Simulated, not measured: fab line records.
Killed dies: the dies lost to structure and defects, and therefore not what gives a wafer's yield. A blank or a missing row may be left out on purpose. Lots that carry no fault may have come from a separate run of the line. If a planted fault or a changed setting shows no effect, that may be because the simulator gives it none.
Split-lot experiment || flow n5_finfet || 21 wafers read across 7 lots, on a route 1938 steps long

== THE SPLIT ITSELF ==
At N5_PASSIVATION_EXPOSE_07 (exposes mask TV, defocus 0 nm, target cd 3000 nm), the setting dose_mj was moved away from the recipe's 22.75 on 10 of the 21 wafers read, by -6.4% to +5.5%. For the rest of the wafers, this setting stayed at what the recipe calls for.

== FROM THE SPLIT TO THE READING: what the file shows between them, 3 steps ==
- N5_PASSIVATION_PEB_08
- N5_PASSIVATION_DEVELOP_09: develop time 60 s
- N5_PASSIVATION_HARDBAKE_11: time 120 s

== THE READING ==
cd_nm (nm) at N5_PASSIVATION_CD_MEAS_10, where the cd target is 3000 nm. On this fab line, fault-free wafers typically give 3000.6 nm with a standard deviation of 2.1 nm.

{"wafer": "L080.1", "tool, chamber at the split": "krf_scanner-01, 0", "dose_mj as run": 21.29, "against the recipe": "-6.4%", "cd_nm, nm": 2985.9, "against lot-mates on the recipe": -13.9}
{"wafer": "L080.4", "tool, chamber at the split": "krf_scanner-01, 0", "dose_mj as run": 21.29, "against the recipe": "-6.4%", "cd_nm, nm": 2984.1, "against lot-mates on the recipe": -15.7}
{"wafer": "L080.5", "tool, chamber at the split": "krf_scanner-01, 0", "dose_mj as run": 22.75, "against the recipe": "recipe", "cd_nm, nm": 2999.8, "against lot-mates on the recipe": "-"}
{"wafer": "L083.3", "tool, chamber at the split": "krf_scanner-02, 0", "dose_mj as run": 21.5, "against the recipe": "-5.5%", "cd_nm, nm": 2989.0, "against lot-mates on the recipe": -14.1}
{"wafer": "L083.4", "tool, chamber at the split": "krf_scanner-02, 0", "dose_mj as run": 21.5, "against the recipe": "-5.5%", "cd_nm, nm": 2988.1, "against lot-mates on the recipe": -15.0}
{"wafer": "L083.6", "tool, chamber at the split": "krf_scanner-02, 0", "dose_mj as run": 22.75, "against the recipe": "recipe", "cd_nm, nm": 3003.1, "against lot-mates on the recipe": "-"}
{"wafer": "L087.2", "tool, chamber at the split": "krf_scanner-02, 0", "dose_mj as run": 22.75, "against the recipe": "recipe", "cd_nm, nm": 3000.6, "against lot-mates on the recipe": "-"}
{"wafer": "L087.3", "tool, chamber at the split": "krf_scanner-02, 0", "dose_mj as run": 22.75, "against the recipe": "recipe", "cd_nm, nm": 3001.3, "against lot-mates on the recipe": "-"}
{"wafer": "L087.5", "tool, chamber at the split": "krf_scanner-02, 0", "dose_mj as run": 22.75, "against the recipe": "recipe", "cd_nm, nm": 3001.8, "against lot-mates on the recipe": "-"}
{"wafer": "L091.2", "tool, chamber at the split": "krf_scanner-01, 0", "dose_mj as run": 23.48, "against the recipe": "+3.2%", "cd_nm, nm": 3008.8, "against lot-mates on the recipe": "+4.4"}
{"wafer": "L091.5", "tool, chamber at the split": "krf_scanner-01, 0", "dose_mj as run": 22.75, "against the recipe": "recipe", "cd_nm, nm": 3004.6, "against lot-mates on the recipe": "-"}
{"wafer": "L091.6", "tool, chamber at the split": "krf_scanner-01, 0", "dose_mj as run": 22.75, "against the recipe": "recipe", "cd_nm, nm": 3004.3, "against lot-mates on the recipe": "-"}
{"wafer": "L096.1", "tool, chamber at the split": "krf_scanner-01, 0", "dose_mj as run": 22.75, "against the recipe": "recipe", "cd_nm, nm": 3002.0, "against lot-mates on the recipe": "-"}
{"wafer": "L096.3", "tool, chamber at the split": "krf_scanner-01, 0", "dose_mj as run": 22.75, "against the recipe": "recipe", "cd_nm, nm": 3000.0, "against lot-mates on the recipe": "-"}
{"wafer": "L096.6", "tool, chamber at the split": "krf_scanner-01, 0", "dose_mj as run": 21.51, "against the recipe": "-5.5%", "cd_nm, nm": 2990.6, "against lot-mates on the recipe": -10.4}
{"wafer": "L097.4", "tool, chamber at the split": "krf_scanner-01, 0", "dose_mj as run": 23.99, "against the recipe": "+5.5%", "cd_nm, nm": 3012.3, "against lot-mates on the recipe": "+11.2"}
{"wafer": "L097.5", "tool, chamber at the split": "krf_scanner-01, 0", "dose_mj as run": 22.75, "against the recipe": "recipe", "cd_nm, nm": 3001.1, "against lot-mates on the recipe": "-"}
{"wafer": "L097.6", "tool, chamber at the split": "krf_scanner-01, 0", "dose_mj as run": 23.99, "against the recipe": "+5.5%", "cd_nm, nm": 3011.8, "against lot-mates on the recipe": "+10.7"}
{"wafer": "L095.3", "tool, chamber at the split": "krf_scanner-02, 0", "dose_mj as run": 21.64, "against the recipe": "-4.9%", "cd_nm, nm": 2988.0, "against lot-mates on the recipe": -10.5}
{"wafer": "L095.4", "tool, chamber at the split": "krf_scanner-02, 0", "dose_mj as run": 21.64, "against the recipe": "-4.9%", "cd_nm, nm": 2987.6, "against lot-mates on the recipe": -10.9}
{"wafer": "L095.5", "tool, chamber at the split": "krf_scanner-02, 0", "dose_mj as run": 22.75, "against the recipe": "recipe", "cd_nm, nm": 2998.5, "against lot-mates on the recipe": "-"}

FIT RESULTS
A straight line over all 21 wafers: cd_nm changes by +2.32 nm for each +1% of dose_mj; r = +0.98; the points scatter about the line by 1.8 nm.
The same after taking each lot's own level away (the mean of its wafers on the recipe; 21 wafers): +2.18 nm for each +1%; r = +0.99; scatter 1.2 nm.
According to that fit, moving dose_mj by its largest amount changes the reading by 14 nm.
Across the lots, their own levels run from 2998.50 to 3004.45 nm, a range of 2.8 times the standard deviation given above.
So the lot-to-lot level changes the slope little: the two slopes agree.
Check: -14.6 nm against its lot-mates is what the line predicts for one of the wafers moved furthest among these (-6.4%) when that wafer is left out of the fit. Against them it came out at -13.9 nm.

== THESE WAFERS: OTHER SPLITS ==
Note: prior to the reading, these wafers also went through further splits. Each is held against what the fit with the lots' levels taken away leaves over:
{"other split on the same wafers": "N5_BEOL_M11_COAT_60 spin_rpm", "wafers away from the commonest value": 7, "r with cd_nm (lot level and that fit taken away)": -0.03}
{"other split on the same wafers": "N5_BEOL_M12_PEB_08 peb_temp_c", "wafers away from the commonest value": 6, "r with cd_nm (lot level and that fit taken away)": -0.19}
{"other split on the same wafers": "N5_BEOL_M15_EXPOSE_07 dose_mj", "wafers away from the commonest value": 8, "r with cd_nm (lot level and that fit taken away)": -0.27}
{"other split on the same wafers": "N5_BEOL_M15_TRENCH_ETCH_34 bias_w", "wafers away from the commonest value": 6, "r with cd_nm (lot level and that fit taken away)": "+0.01"}

== FILE'S OWN FIT ==
cd_nm changes by +2.17 nm for each +1% of dose_mj, r = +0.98.
